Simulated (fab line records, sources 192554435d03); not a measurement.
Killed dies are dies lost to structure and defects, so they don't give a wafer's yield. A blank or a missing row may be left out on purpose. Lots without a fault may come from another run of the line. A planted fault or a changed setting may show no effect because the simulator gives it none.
fab line records | flow n5_finfet
record lots=23 wafers=69 last_day=17
route steps=1938 shown MOL_CONTACT_COAG@559
lots that met no fault: from a run of the same line without faults
start_h: hours from the record's first day to the start of the lot's first wafer shown | wait_h: hours since the lot's step before | " the same as in the row above | L1.1+2: a row that stands for several wafers | - no value, or no start given | * or withheld: withheld | < > ~ a bound
route shown NAME@n: a module of which the file shows steps, and the number in the route of the first | usual: mean/standard deviation of fault-free wafers | same: alike in all rows | chamber/n: place in a boat | sites: the reading at each site | _std_site: their standard deviation | _edge_site: outer sites' mean less inner sites' | radius_mm: how far each site lies from the wafer's centre | mask NAME#n: copy n | behind: the tool/chamber that last shaped the wafer | hold: why the lot was held/for how many hours/how that ended | device: the transistor (n, p or np) that didn't switch | end of line: the same wafers' tests at the end of the route | a step without rows: its recipe alone | killed: dies lost to structure and defects at the first sort, not the wafer's yield | map: a wafer's dies, x killed, . not, _ none there
set.NAME: the setting as run; set.NAME@STEP: as run at that earlier step | model.NAME: the simulator's own value behind a step, which no gauge read
steps of the route over a sample of lots; a table a step, a row a wafer
services: from which hour (start_h, from the record's first day; less than 0 if before it) a tool's chamber was out of use, for how many hours, and why
## steps
# step N5_MOL_CONTACT_COAG_ALD_27
# recipe material=SiOC target_thk_a=170 temp_c=400 ald_precursor_family=carbosiloxane ald_co_reactant=H2-plasma pulse_time_s=1.5 time_s=2720 purge_time_s=2 co_reactant_purge_time_s=2 ald_cycles=340 pressure_torr=2
# usual heater_power_w=836/68 precursor_pulse_height_rel=0.998/0.02
# same pulse_time_s=1.5 time_s=2720
# columns lot.wafer tool chamber start_h wait_h heater_power_w precursor_pulse_height_rel
L074.4 ald_sin-01 0 95.34 0.0 752 1.012
L074.5 " 2 " " 833 1.041
L074.6 " 3 " " 769 0.979
L075.1 ald_sin-02 1 102.16 0.0 801 0.969
L075.3 " 3 " " 909 0.971
L075.6 " 1 " " 808 1.015
L076.1 ald_sin-02 0 111.50 0.1 898 0.984
L076.3 " 2 " " 848 1.001
L076.5 " 3 " " 875 1.009
L077.1 ald_sin-02 3 117.99 0.0 875 0.998
L077.2 " 2 " " 839 0.967
L077.5 " 0 " " 949 1.015
L078.1 ald_sin-04 0 119.45 0.3 680 0.980
L078.3 " 1 " " 821 1.017
L078.5 " 1 " " 813 1.010
L079.2 ald_sin-02 0 125.96 0.5 925 0.996
L079.4 " 2 " " 853 1.008
L079.5 " 0 " " 915 1.005
L081.3 ald_sin-02 0 137.43 0.0 917 1.003
L081.4 " 2 " " 830 1.018
L081.5 " 3 " " 864 0.973
L082.2 ald_sin-02 3 145.01 0.4 886 0.993
L082.3 " 0 " " 893 0.988
L082.6 " 0 " " 919 0.998
L083.3 ald_sin-04 2 152.93 0.7 767 1.018
L083.4 " 0 " " 691 1.008
L083.5 " 1 " " 808 0.998
L084.4 ald_sin-04 2 156.99 1.5 778 0.981
L084.5 " 1 " " 814 0.972
L084.6 " 2 " " 789 0.997
L085.2 ald_sin-02 3 161.99 0.3 865 1.009
L085.4 " 1 " " 816 1.007
L085.5 " 3 " " 897 1.007
L086.1 ald_sin-04 2 165.00 0.0 805 0.967
L086.2 " 3 " " 820 0.999
L086.6 " 1 " " 828 1.035
L087.1 ald_sin-02 3 172.22 0.0 856 1.021
L087.2 " 0 " " 915 0.966
L087.3 " 1 " " 834 0.988
L088.1 ald_sin-02 2 183.22 0.0 847 1.016
L088.4 " 1 " " 819 0.941
L088.5 " 0 " " 912 0.986
L089.1 ald_sin-02 3 187.45 0.0 897 0.988
L089.3 " 1 " " 821 0.975
L089.6 " 0 " " 909 1.015
L090.3 ald_sin-04 2 192.26 2.1 778 1.006
L090.4 " 0 " " 694 0.992
L090.6 " 0 " " 686 0.987
L091.1 ald_sin-01 0 200.23 0.0 710 0.995
L091.2 " 3 " " 697 1.021
L091.6 " 3 " " 724 1.008
L092.1 ald_sin-02 2 204.37 0.1 832 0.975
L092.2 " 3 " " 872 0.981
L092.3 " 0 " " 915 1.031
L093.3 ald_sin-01 2 208.10 0.0 852 0.973
L093.4 " 3 " " 725 0.990
L093.6 " 3 " " 727 1.001
L094.1 ald_sin-01 1 216.29 0.2 966 1.010
L094.4 " 2 " " 826 1.020
L094.6 " 1 " " 971 0.979
L095.1 ald_sin-01 3 225.45 0.0 708 0.987
L095.4 " 2 " " 839 1.014
L095.5 " 1 " " 968 0.971
L097.2 ald_sin-02 0 232.82 0.0 940 1.020
L097.3 " 2 " " 838 0.997
L097.6 " 2 " " 846 0.966
L096.3 ald_sin-02 2 236.27 0.0 851 0.979
L096.4 " 2 " " 855 1.003
L096.6 " 0 " " 920 0.979
# step N5_MOL_CONTACT_COAG_INSPECT_57
# recipe mode=adi inspect_instrument=brightfield
# usual raw_defect_count=225/73
# columns lot.wafer tool chamber start_h wait_h raw_defect_count
L074.4 defect_inspect-01 - 98.30 0.0 147
L074.5 " - " " 184
L074.6 " - " " 147
L075.1 defect_inspect-01 - 105.11 0.1 262
L075.3 " - " " 435
L075.6 " - " " 320
L076.1 defect_inspect-01 - 114.35 0.1 255
L076.3 " - " " 271
L076.5 " - " " 376
L077.1 defect_inspect-02 - 121.20 0.1 232
L077.2 " - " " 225
L077.5 " - " " 206
L078.1 defect_inspect-01 - 122.28 0.1 290
L078.3 " - " " 398
L078.5 " - " " 206
L079.2 defect_inspect-02 - 128.79 0.0 251
L079.4 " - " " 176
L079.5 " - " " 171
L081.3 defect_inspect-01 - 140.86 0.0 191
L081.4 " - " " 319
L081.5 " - " " 228
L082.2 defect_inspect-02 - 148.40 0.0 188
L082.3 " - " " 232
L082.6 " - " " 175
L083.3 defect_inspect-01 - 155.94 0.0 161
L083.4 " - " " 152
L083.5 " - " " 196
L084.4 defect_inspect-01 - 160.87 0.0 195
L084.5 " - " " 189
L084.6 " - " " 199
L085.2 defect_inspect-01 - 164.97 0.0 111
L085.4 " - " " 171
L085.5 " - " " 167
L086.1 defect_inspect-02 - 167.84 0.1 246
L086.2 " - " " 235
L086.6 " - " " 168
L087.1 defect_inspect-02 - 175.81 0.1 156
L087.2 " - " " 195
L087.3 " - " " 244
L088.1 defect_inspect-01 - 186.70 0.1 192
L088.4 " - " " 145
L088.5 " - " " 153
L089.1 defect_inspect-01 - 190.28 0.1 286
L089.3 " - " " 191
L089.6 " - " " 199
L090.3 defect_inspect-01 - 195.09 0.0 141
L090.4 " - " " 163
L090.6 " - " " 139
L091.1 defect_inspect-02 - 203.06 0.1 204
L091.2 " - " " 152
L091.6 " - " " 223
L092.1 defect_inspect-01 - 207.43 0.1 156
L092.2 " - " " 207
L092.3 " - " " 180
L093.3 defect_inspect-01 - 211.06 0.0 338
L093.4 " - " " 276
L093.6 " - " " 266
L094.1 defect_inspect-01 - 219.13 0.1 227
L094.4 " - " " 225
L094.6 " - " " 171
L095.1 defect_inspect-01 - 228.38 0.1 260
L095.4 " - " " 184
L095.5 " - " " 189
L097.2 defect_inspect-01 - 235.77 0.0 322
L097.3 " - " " 310
L097.6 " - " " 293
L096.3 defect_inspect-02 - 239.98 0.0 159
L096.4 " - " " 143
L096.6 " - " " 144
# step N5_MOL_CONTACT_COAG_ETCH_89
# recipe chemistry=N2/H2 target=underlayer target_depth_a=130 mask_material=CAR-EUV time_s=10.4 ion_energy_ev=200 pressure_mtorr=30 source_w=840 bias_w=150 n2_flow_sccm=200 h2_flow_sccm=200 ends=cleared
# usual drypump_motor_current_A=5.9/0.35 etch_rf_on_time_s=10.34/0.15 h2_flow_sccm=200.0/0.55 oes_product_au=0.66/0.064 rf_vpp_V=524.9/2.3 showerhead_plenum_p_Torr=2.58/0.076 throttle_valve_pct=17.9/0.31
# columns lot.wafer tool chamber start_h wait_h drypump_motor_current_A etch_rf_on_time_s h2_flow_sccm oes_product_au rf_hours_counter_h rf_vpp_V showerhead_plenum_p_Torr throttle_valve_pct
L074.4 rie_diel-03 1 98.38 0.0 5.4 10.07 199.7 0.67 - 520.8 2.44 17.5
L074.5 " 0 " " 5.7 10.44 200.3 0.59 - 526.4 2.62 18.1
L074.6 " 2 " " 5.8 10.21 198.8 0.80 - 526.4 2.70 17.4
L075.1 rie_diel-04 2 105.24 0.0 6.1 10.53 200.9 0.66 141 524.3 2.56 18.3
L075.3 " 0 " " 6.3 10.30 199.4 0.63 200 526.8 2.63 17.9
L075.6 " 0 " " 6.3 10.38 199.7 0.63 - 527.9 2.63 17.9
L076.1 rie_diel-04 2 114.49 0.0 6.1 10.51 200.1 0.65 144 523.4 2.56 18.3
L076.3 " 3 " " 6.3 10.21 199.0 0.66 153 523.3 2.54 18.1
L076.5 " 2 " " 6.1 10.56 200.3 0.65 - 523.8 2.55 18.4
L077.1 rie_diel-04 1 121.27 0.0 6.5 10.38 200.9 0.59 224 526.4 2.62 18.1
L077.2 " 0 " " 6.3 10.36 200.6 0.62 207 527.9 2.63 18.0
L077.5 " 1 " " 6.5 10.34 200.0 0.59 - 527.1 2.62 18.1
L078.1 rie_diel-03 3 122.41 0.0 5.5 10.39 199.8 0.63 161 522.9 2.54 18.1
L078.3 " 2 " " 5.8 10.20 200.3 0.79 29 527.8 2.70 17.4
L078.5 " 1 " " 5.4 10.15 200.2 0.66 - 520.3 2.44 17.5
L079.2 rie_diel-05 1 128.87 0.0 5.5 10.38 199.0 0.62 169 526.6 2.65 18.0
L079.4 " 0 " " 5.7 10.15 199.5 0.77 22 528.1 2.70 17.4
L079.5 " 1 " " 5.5 10.33 199.4 0.62 - 527.3 2.65 18.0
L081.3 rie_diel-03 0 140.93 0.0 5.7 10.63 200.1 0.59 219 526.5 2.62 18.1
L081.4 " 2 " " 5.8 10.40 200.6 0.76 35 528.5 2.69 17.5
L081.5 " 3 " " 5.5 10.70 199.8 0.62 - 523.8 2.54 18.1
L082.2 rie_diel-04 3 148.66 0.0 6.3 10.22 199.9 0.65 167 523.2 2.54 18.1
L082.3 " 0 " " 6.2 10.35 199.1 0.61 218 525.3 2.63 18.0
L082.6 " 1 " " 6.5 10.35 200.2 0.58 - 526.5 2.62 18.1
L083.3 rie_diel-04 2 156.01 0.0 6.1 10.49 200.9 0.64 154 523.6 2.55 18.4
L083.4 " 0 " " 6.3 10.40 199.4 0.61 219 526.9 2.62 18.0
L083.5 " 2 " " 6.1 10.61 200.0 0.65 - 521.9 2.55 18.4
L084.4 rie_diel-03 1 160.94 0.0 5.4 10.34 200.6 0.65 159 520.3 2.44 17.5
L084.5 " 1 " " 5.4 10.36 199.8 0.64 - 521.4 2.43 17.5
L084.6 " 0 " " 5.7 10.53 200.7 0.59 - 527.2 2.62 18.1
L085.2 rie_diel-04 1 165.15 0.0 6.5 10.49 200.0 0.57 240 526.2 2.61 18.1
L085.4 " 0 " " 6.3 10.38 200.4 0.61 222 525.7 2.62 18.0
L085.5 " 2 " " 6.1 10.47 199.4 0.65 - 524.3 2.55 18.4
L086.1 rie_diel-03 3 168.42 0.0 5.6 10.53 200.1 0.62 177 523.4 2.53 18.1
L086.2 " 1 " " 5.4 10.18 200.5 0.65 162 522.7 2.43 17.5
L086.6 " 3 " " 5.5 10.47 199.4 0.62 - 524.0 2.53 18.1
L087.1 rie_diel-04 3 175.90 0.0 6.3 10.35 198.8 0.64 176 524.5 2.53 18.1
L087.2 " 1 " " 6.5 10.43 199.1 0.58 244 526.5 2.61 18.1
L087.3 " 0 " " 6.4 10.34 200.2 0.61 226 526.7 2.62 18.0
L088.1 rie_diel-03 0 186.98 0.0 5.7 10.46 200.1 0.58 234 526.5 2.61 18.2
L088.4 " 2 " " 5.8 10.28 199.7 0.75 51 529.0 2.69 17.5
L088.5 " 1 " " 5.4 10.29 201.1 0.63 - 519.8 2.43 17.5
L089.1 rie_diel-03 1 190.34 0.0 5.4 10.30 199.9 0.64 169 519.8 2.43 17.5
L089.3 " 0 " " 5.6 10.50 199.3 0.58 236 526.2 2.61 18.1
L089.6 " 3 " " 5.6 10.51 199.6 0.61 - 524.1 2.53 18.1
L090.3 rie_diel-04 0 195.16 0.0 6.3 10.30 199.3 0.61 232 525.9 2.62 18.0
L090.4 " 3 " " 6.3 10.31 200.3 0.64 182 524.6 2.53 18.1
L090.6 " 2 " " 6.1 10.50 198.9 0.64 - 522.8 2.54 18.4
L091.1 rie_diel-05 0 203.12 0.0 5.6 10.10 200.1 0.73 46 528.2 2.69 17.5
L091.2 " 1 " " 5.5 10.43 199.3 0.59 194 525.5 2.64 18.0
L091.6 " 3 " " 5.8 10.06 199.5 0.72 - 521.6 2.46 17.7
L092.1 rie_diel-05 2 207.50 0.0 5.5 10.28 199.1 0.72 62 526.3 2.57 17.7
L092.2 " 0 " " 5.6 10.17 200.5 0.73 47 527.6 2.69 17.4
L092.3 " 1 " " 5.5 10.52 199.6 0.60 195 526.5 2.64 18.0
L093.3 rie_diel-03 2 211.13 0.0 5.8 10.26 200.4 0.74 58 526.1 2.69 17.5
L093.4 " 3 " " 5.6 10.50 200.7 0.61 189 524.5 2.53 18.2
L093.6 " 2 " " 5.8 10.28 199.8 0.74 - 529.1 2.69 17.5
L094.1 rie_diel-05 2 219.20 0.0 5.5 10.19 199.8 0.72 66 523.7 2.57 17.8
L094.4 " 3 " " 5.8 10.21 199.4 0.71 67 521.2 2.46 17.7
L094.6 " 0 " " 5.6 10.17 201.0 0.72 - 527.1 2.69 17.4
L095.1 rie_diel-04 2 228.78 0.0 6.1 10.61 201.5 0.63 182 523.1 2.54 18.4
L095.4 " 3 " " 6.3 10.34 200.3 0.64 196 524.2 2.53 18.2
L095.5 " 3 " " 6.3 10.33 200.4 0.63 - 523.3 2.53 18.2
L097.2 rie_diel-05 3 235.84 0.0 5.8 10.08 200.5 0.71 74 520.6 2.46 17.7
L097.3 " 2 " " 5.5 10.27 200.2 0.71 73 526.7 2.57 17.8
L097.6 " 3 " " 5.8 10.14 200.0 0.70 - 522.1 2.46 17.7
L096.3 rie_diel-04 1 240.05 0.0 6.5 10.14 199.5 0.81 10 525.4 2.60 17.7
L096.4 " 3 " " 6.3 10.30 199.8 0.63 199 522.4 2.52 18.2
L096.6 " 3 " " 6.3 10.19 199.3 0.63 - 523.1 2.52 18.2
# step N5_MOL_CONTACT_COAG_VIA_ETCH_46
# recipe chemistry=C4F6/O2 target_depth_a=460 overetch_a=92 mask_material=SOC target=SiO2 bias_w=455 pressure_mtorr=10 time_s=40 source_w=325 Ar_flow_sccm=300 C4F6_flow_sccm=10 O2_flow_sccm=10 ion_energy_ev=575.3 ends=end_point
# usual drypump_motor_current_A=5.9/0.35 oes_product_au=0.69/0.061 rf_vpp_V=1592/19 showerhead_plenum_p_Torr=2.88/0.079 throttle_valve_pct=40.87/0.21
# columns lot.wafer tool chamber start_h wait_h drypump_motor_current_A oes_product_au rf_hours_counter_h rf_vpp_V showerhead_plenum_p_Torr throttle_valve_pct
L074.4 rie_diel-05 3 99.33 0.0 5.8 0.78 25 1559 2.79 40.97
L074.5 " 2 " " 5.5 0.79 - 1620 2.89 40.61
L074.6 " 1 " " 5.5 0.64 - 1614 2.94 40.78
L075.1 rie_diel-04 1 105.71 0.0 6.4 0.63 218 1579 2.93 40.86
L075.3 " 3 " " 6.2 0.69 150 1584 2.84 41.07
L075.6 " 1 " " 6.5 0.63 - 1578 2.93 40.85
L076.1 rie_diel-04 2 115.08 0.0 6.1 0.68 145 1591 2.83 41.12
L076.3 " 0 " " 6.3 0.64 204 1608 2.92 40.83
L076.5 " 3 " " 6.3 0.69 - 1584 2.84 41.08
L077.1 rie_diel-04 1 121.70 0.0 6.4 0.62 225 1580 2.93 40.86
L077.2 " 3 " " 6.2 0.69 157 1583 2.84 41.08
L077.5 " 1 " " 6.5 0.62 - 1578 2.93 40.87
L078.1 rie_diel-05 3 122.85 0.0 5.8 0.77 34 1560 2.78 40.99
L078.3 " 0 " " 5.7 0.79 20 1581 3.03 40.69
L078.5 " 1 " " 5.5 0.65 - 1615 2.94 40.79
L079.2 rie_diel-05 0 129.30 0.0 5.6 0.80 22 1581 3.03 40.71
L079.4 " 2 " " 5.5 0.80 35 1620 2.88 40.64
L079.5 " 3 " " 5.8 0.77 - 1561 2.78 40.98
L081.3 rie_diel-04 2 141.53 0.0 6.1 0.68 149 1592 2.83 41.11
L081.4 " 3 " " 6.3 0.67 164 1582 2.83 41.08
L081.5 " 3 " " 6.3 0.68 - 1583 2.83 41.08
L082.2 rie_diel-04 0 149.29 0.0 6.3 0.64 218 1607 2.92 40.84
L082.3 " 1 " " 6.4 0.61 236 1577 2.92 40.85
L082.6 " 2 " " 6.1 0.68 - 1591 2.82 41.14
L083.3 rie_diel-03 0 157.17 0.0 5.7 0.62 224 1612 2.92 41.14
L083.4 " 2 " " 5.8 0.80 41 1598 3.00 40.46
L083.5 " 1 " " 5.4 0.67 - 1562 2.72 40.42
L084.4 rie_diel-04 1 161.51 0.0 6.4 0.61 239 1578 2.92 40.86
L084.5 " 0 " " 6.3 0.64 - 1608 2.91 40.84
L084.6 " 3 " " 6.3 0.68 - 1585 2.83 41.09
L085.2 rie_diel-04 3 165.58 0.0 6.3 0.68 172 1583 2.83 41.10
L085.4 " 0 " " 6.3 0.64 223 1606 2.91 40.84
L085.5 " 2 " " 6.1 0.68 - 1589 2.82 41.15
L086.1 rie_diel-05 3 168.94 0.0 5.8 0.76 49 1559 2.77 41.00
L086.2 " 1 " " 5.5 0.63 182 1616 2.93 40.81
L086.6 " 1 " " 5.5 0.64 - 1615 2.93 40.82
L087.1 rie_diel-05 2 176.34 0.0 5.5 0.75 51 1619 2.87 40.63
L087.2 " 0 " " 5.6 0.76 37 1580 3.02 40.72
L087.3 " 1 " " 5.5 0.63 184 1614 2.93 40.79
L088.1 rie_diel-04 0 187.42 0.0 6.2 0.64 230 1606 2.91 40.84
L088.4 " 2 " " 6.1 0.68 165 1593 2.82 41.15
L088.5 " 3 " " 6.2 0.67 - 1583 2.82 41.12
L089.1 rie_diel-04 0 192.46 0.0 6.3 0.63 232 1608 2.91 40.84
L089.3 " 1 " " 6.4 0.61 249 1579 2.91 40.87
L089.6 " 1 " " 6.4 0.61 - 1578 2.91 40.90
L090.3 rie_diel-05 1 195.59 0.0 5.4 0.63 191 1614 2.93 40.81
L090.4 " 0 " " 5.7 0.75 43 1582 3.02 40.71
L090.6 " 1 " " 5.5 0.64 - 1614 2.93 40.80
L091.1 rie_diel-05 2 203.83 0.0 5.5 0.74 60 1620 2.87 40.65
L091.2 " 0 " " 5.7 0.74 46 1581 3.02 40.71
L091.6 " 0 " " 5.7 0.75 - 1582 3.02 40.71
L092.1 rie_diel-05 1 208.02 0.0 5.5 0.62 195 1614 2.93 40.81
L092.2 " 2 " " 5.5 0.74 62 1620 2.87 40.65
L092.3 " 0 " " 5.7 0.75 47 1580 3.02 40.72
L093.3 rie_diel-04 3 211.86 0.0 6.2 0.66 190 1581 2.82 41.12
L093.4 " 2 " " 6.0 0.67 - 1590 2.81 41.16
L093.6 " 0 " " 6.3 0.63 - 1609 2.91 40.87
L094.1 rie_diel-05 3 219.64 0.0 5.9 0.73 67 1559 2.77 41.01
L094.4 " 2 " " 5.5 0.74 - 1619 2.87 40.64
L094.6 " 1 " " 5.5 0.62 - 1615 2.92 40.82
L095.1 rie_diel-03 0 229.52 0.0 5.7 0.60 249 1610 2.91 41.16
L095.4 " 3 " " 5.5 0.64 196 1583 2.81 41.11
L095.5 " 1 " " 5.4 0.66 - 1562 2.71 40.45
L097.2 rie_diel-04 3 236.28 0.0 6.2 0.66 199 1581 2.82 41.12
L097.3 " 0 " " 6.2 0.62 249 1606 2.90 40.88
L097.6 " 2 " " 6.0 0.66 - 1591 2.81 41.16
L096.3 rie_diel-03 2 240.81 0.0 5.8 0.75 69 1596 2.99 40.48
L096.4 " 3 " " 5.6 0.64 - 1582 2.81 41.11
L096.6 " 2 " " 5.8 0.76 - 1597 2.99 40.46
# step N5_MOL_CONTACT_COAG_ALD_133
# recipe material=SiO2 target_thk_a=50 temp_c=100 ald_precursor_family=BDEAS ald_co_reactant=O2-plasma pulse_time_s=1 co_reactant_pulse_time_s=1 purge_time_s=2 co_reactant_purge_time_s=2 ald_cycles=35 pressure_torr=2
# usual heater_power_w=75/6.4 precursor_pulse_height_rel=0.999/0.019
# same pulse_time_s=1
# columns lot.wafer tool chamber start_h wait_h heater_power_w precursor_pulse_height_rel
L074.4 ald_sin-04 3 100.37 0.1 75 0.998
L074.5 " 3 " " 76 1.019
L074.6 " 2 " " 73 1.051
L075.1 ald_sin-01 0 106.94 0.2 69 1.023
L075.3 " 3 " " 68 0.988
L075.6 " 3 " " 71 1.028
L076.1 ald_sin-01 2 116.02 0.1 78 1.000
L076.3 " 3 " " 70 1.006
L076.5 " 0 " " 69 0.980
L077.1 ald_sin-01 0 122.78 0.1 69 1.015
L077.2 " 2 " " 78 1.015
L077.5 " 0 " " 70 0.986
L078.1 ald_sin-01 3 123.76 0.1 70 0.961
L078.3 " 0 " " 70 1.000
L078.5 " 3 " " 70 1.004
L079.2 ald_sin-04 2 130.34 0.1 73 0.975
L079.4 " 3 " " 74 0.986
L079.5 " 2 " " 72 1.017
L081.3 ald_sin-04 2 142.50 0.1 72 0.984
L081.4 " 1 " " 74 0.989
L081.5 " 1 " " 78 0.966
L082.2 ald_sin-02 3 150.20 0.1 84 0.987
L082.3 " 0 " " 86 0.987
L082.6 " 0 " " 85 1.002
L083.3 ald_sin-04 3 158.72 0.7 76 0.966
L083.4 " 0 " " 65 0.984
L083.5 " 0 " " 64 1.003
L084.4 ald_sin-02 1 163.74 1.4 76 1.032
L084.5 " 0 " " 84 1.006
L084.6 " 3 " " 83 0.982
L085.2 ald_sin-04 3 166.62 0.1 74 1.022
L085.4 " 0 " " 63 1.009
L085.5 " 2 " " 72 1.013
L086.1 ald_sin-02 0 170.55 0.5 86 1.009
L086.2 " 3 " " 81 1.035
L086.6 " 1 " " 77 1.011
L087.1 ald_sin-04 3 177.33 0.1 75 0.989
L087.2 " 2 " " 73 1.012
L087.3 " 0 " " 64 0.962
L088.1 ald_sin-02 0 188.99 0.5 85 1.000
L088.4 " 1 " " 76 1.006
L088.5 " 0 " " 85 1.003
L089.1 ald_sin-01 0 193.37 0.1 67 0.979
L089.3 " 2 " " 78 0.998
L089.6 " 1 " " 89 0.998
L090.3 ald_sin-01 0 196.50 0.1 66 0.995
L090.4 " 1 " " 88 1.042
L090.6 " 2 " " 79 0.970
L091.1 ald_sin-04 0 204.98 0.3 65 0.996
L091.2 " 3 " " 77 0.978
L091.6 " 2 " " 74 0.989
L092.1 ald_sin-04 0 209.05 0.1 66 0.999
L092.2 " 1 " " 76 1.002
L092.3 " 2 " " 75 1.003
L093.3 ald_sin-04 2 212.89 0.1 72 0.984
L093.4 " 3 " " 77 0.995
L093.6 " 3 " " 76 1.008
L094.1 ald_sin-04 0 220.55 0.1 63 0.992
L094.4 " 2 " " 74 0.963
L094.6 " 1 " " 76 0.994
L095.1 ald_sin-01 0 230.81 0.1 67 1.019
L095.4 " 2 " " 80 0.985
L095.5 " 0 " " 69 0.985
L097.2 ald_sin-02 2 237.81 0.6 76 0.981
L097.3 " 0 " " 85 1.004
L097.6 " 2 " " 78 0.957
L096.3 ald_sin-02 0 242.39 0.7 85 1.019
L096.4 " 1 " " 76 1.007
L096.6 " 3 " " 81 0.992
# step N5_MOL_CONTACT_COAG_ETCHBACK_136
# recipe chemistry=CHF3 target=SiO2 target_depth_a=250 time_s=16.7 ion_energy_ev=200 pressure_mtorr=30 source_w=610 bias_w=170 Ar_flow_sccm=200 CHF3_flow_sccm=50
# usual drypump_motor_current_A=5.8/0.34 oes_product_au=0.78/0.079 rf_vpp_V=525/6.7 showerhead_plenum_p_Torr=2.41/0.073 throttle_valve_pct=18.74/0.27
# same time_s=16.7
# columns lot.wafer tool chamber start_h wait_h drypump_motor_current_A oes_product_au rf_hours_counter_h rf_vpp_V showerhead_plenum_p_Torr throttle_valve_pct
L074.4 rie_diel-03 1 100.85 0.0 5.4 0.76 - 517 2.29 18.27
L074.5 " 0 " " 5.7 0.69 - 532 2.45 18.97
L074.6 " 2 " " 5.8 0.93 - 528 2.52 18.35
L075.1 rie_diel-03 1 107.30 0.0 5.4 0.78 141 517 2.29 18.27
L075.3 " 1 " " 5.4 0.77 - 515 2.29 18.28
L075.6 " 2 " " 5.7 0.92 - 530 2.52 18.36
L076.1 rie_diel-04 3 116.33 0.0 6.3 0.78 154 522 2.38 18.97
L076.3 " 1 " " 6.4 0.69 222 521 2.45 18.99
L076.5 " 0 " " 6.3 0.73 - 532 2.45 18.76
L077.1 rie_diel-05 1 123.18 0.0 5.5 0.72 167 533 2.47 18.77
L077.2 " 3 " " 5.8 0.89 34 515 2.33 18.60
L077.5 " 1 " " 5.5 0.72 - 534 2.47 18.77
L078.1 rie_diel-04 2 124.08 0.0 6.1 0.77 145 526 2.37 19.04
L078.3 " 0 " " 6.3 0.72 208 532 2.45 18.77
L078.5 " 0 " " 6.3 0.72 - 532 2.45 18.74
L079.2 rie_diel-05 2 130.95 0.0 5.5 0.88 36 536 2.42 18.56
L079.4 " 0 " " 5.7 0.89 22 521 2.54 18.41
L079.5 " 3 " " 5.8 0.87 - 516 2.33 18.61
L081.3 rie_diel-05 2 142.81 0.0 5.5 0.87 40 536 2.41 18.57
L081.4 " 0 " " 5.6 0.88 26 523 2.53 18.41
L081.5 " 2 " " 5.5 0.86 - 535 2.41 18.57
L082.2 rie_diel-05 2 150.50 0.0 5.5 0.87 43 536 2.41 18.58
L082.3 " 0 " " 5.7 0.89 29 522 2.53 18.42
L082.6 " 2 " " 5.5 0.88 - 535 2.41 18.58
L083.3 rie_diel-04 0 159.14 0.0 6.3 0.72 220 532 2.44 18.76
L083.4 " 1 " " 6.4 0.68 238 519 2.45 19.03
L083.5 " 0 " " 6.3 0.71 - 530 2.44 18.79
L084.4 rie_diel-03 0 164.15 0.0 5.6 0.68 226 533 2.45 19.00
L084.5 " 0 " " 5.7 0.68 - 531 2.45 18.99
L084.6 " 3 " " 5.5 0.73 - 523 2.37 19.02
L085.2 rie_diel-05 3 166.92 0.0 5.8 0.85 49 516 2.33 18.61
L085.4 " 2 " " 5.5 0.87 47 536 2.41 18.59
L085.5 " 2 " " 5.5 0.87 - 535 2.41 18.58
L086.1 rie_diel-05 3 171.14 0.0 5.8 0.85 51 515 2.33 18.61
L086.2 " 0 " " 5.6 0.86 36 522 2.53 18.41
L086.6 " 3 " " 5.8 0.85 - 516 2.33 18.62
L087.1 rie_diel-03 0 177.64 0.0 5.6 0.67 232 534 2.44 19.00
L087.2 " 3 " " 5.6 0.72 181 523 2.36 19.00
L087.3 " 2 " " 5.8 0.88 48 527 2.51 18.39
L088.1 rie_diel-04 1 189.34 0.0 6.5 0.68 247 520 2.44 19.05
L088.4 " 3 " " 6.3 0.76 181 522 2.37 19.00
L088.5 " 2 " " 6.0 0.74 - 526 2.36 19.08
L089.1 rie_diel-04 3 193.67 0.0 6.3 0.75 182 521 2.37 19.01
L089.3 " 1 " " 6.4 0.68 249 521 2.44 19.04
L089.6 " 2 " " 6.0 0.74 - 525 2.36 19.07
L090.3 rie_diel-05 2 196.81 0.0 5.5 0.85 58 535 2.41 18.61
L090.4 " 0 " " 5.7 0.86 44 521 2.53 18.44
L090.6 " 1 " " 5.5 0.70 - 533 2.46 18.81
L091.1 rie_diel-03 1 205.32 0.0 5.4 0.73 175 515 2.28 18.32
L091.2 " 2 " " 5.8 0.87 56 527 2.51 18.41
L091.6 " 3 " " 5.6 0.72 - 523 2.36 19.03
L092.1 rie_diel-04 0 209.35 0.0 6.3 0.70 238 531 2.44 18.81
L092.2 " 2 " " 6.1 0.75 174 526 2.36 19.10
L092.3 " 3 " " 6.3 0.74 189 522 2.36 19.02
L093.3 rie_diel-05 1 213.20 0.0 5.5 0.69 197 534 2.46 18.82
L093.4 " 0 " " 5.7 0.85 49 521 2.53 18.43
L093.6 " 3 " " 5.8 0.84 - 514 2.32 18.64
L094.1 rie_diel-03 2 220.85 0.0 5.7 0.86 61 527 2.51 18.43
L094.4 " 3 " " 5.6 0.71 193 524 2.36 19.05
L094.6 " 2 " " 5.7 0.86 - 526 2.51 18.42
L095.1 rie_diel-04 0 231.20 0.0 6.2 0.69 247 531 2.43 18.81
L095.4 " 3 " " 6.2 0.74 197 522 2.36 19.03
L095.5 " 3 " " 6.2 0.74 - 523 2.36 19.03
L097.2 rie_diel-04 3 238.12 0.0 6.3 0.74 199 522 2.36 19.04
L097.3 " 1 " " 6.5 0.96 10 519 2.44 18.68
L097.6 " 1 " " 6.5 0.95 - 520 2.44 18.67
L096.3 rie_diel-03 1 242.69 0.0 5.4 0.72 188 514 2.27 18.35
L096.4 " 2 " " 5.8 0.85 - 526 2.51 18.41
L096.6 " 1 " " 5.5 0.72 - 515 2.27 18.36
## services
# columns tool chamber start_h hours kind
rie_diel-03 3 95.34 22.6 repair
rie_diel-03 0 103.91 18.7 repair
rie_diel-03 - 112.50 2.8 repair
rie_diel-04 2 116.92 6.0 repair
ald_sin-01 - 136.65 28.1 pm
ald_sin-01 - 164.75 6.0 pm
ald_sin-01 - 179.13 14.0 pm
ald_sin-01 0 179.13 14.0 vent_cycle
ald_sin-01 1 179.13 14.0 vent_cycle
ald_sin-01 2 179.13 14.0 vent_cycle
rie_diel-04 1 198.07 - clean
rie_diel-04 1 198.07 - consumable_replace:focus_ring
rie_diel-04 1 198.07 16.8 scheduled_down
rie_diel-04 1 198.07 16.8 vent_cycle
ald_sin-04 3 201.70 1.3 repair
ald_sin-01 0 213.63 5.6 repair
ald_sin-02 3 215.92 20.9 repair
rie_diel-05 0 219.57 8.4 repair
rie_diel-03 0 230.47 - clean
rie_diel-03 0 230.47 - consumable_replace:focus_ring
rie_diel-03 0 230.47 17.0 scheduled_down
rie_diel-03 0 230.47 17.0 vent_cycle
ald_sin-04 - 234.28 14.6 pm
rie_diel-05 2 241.26 2.6 repair
## key
fault none
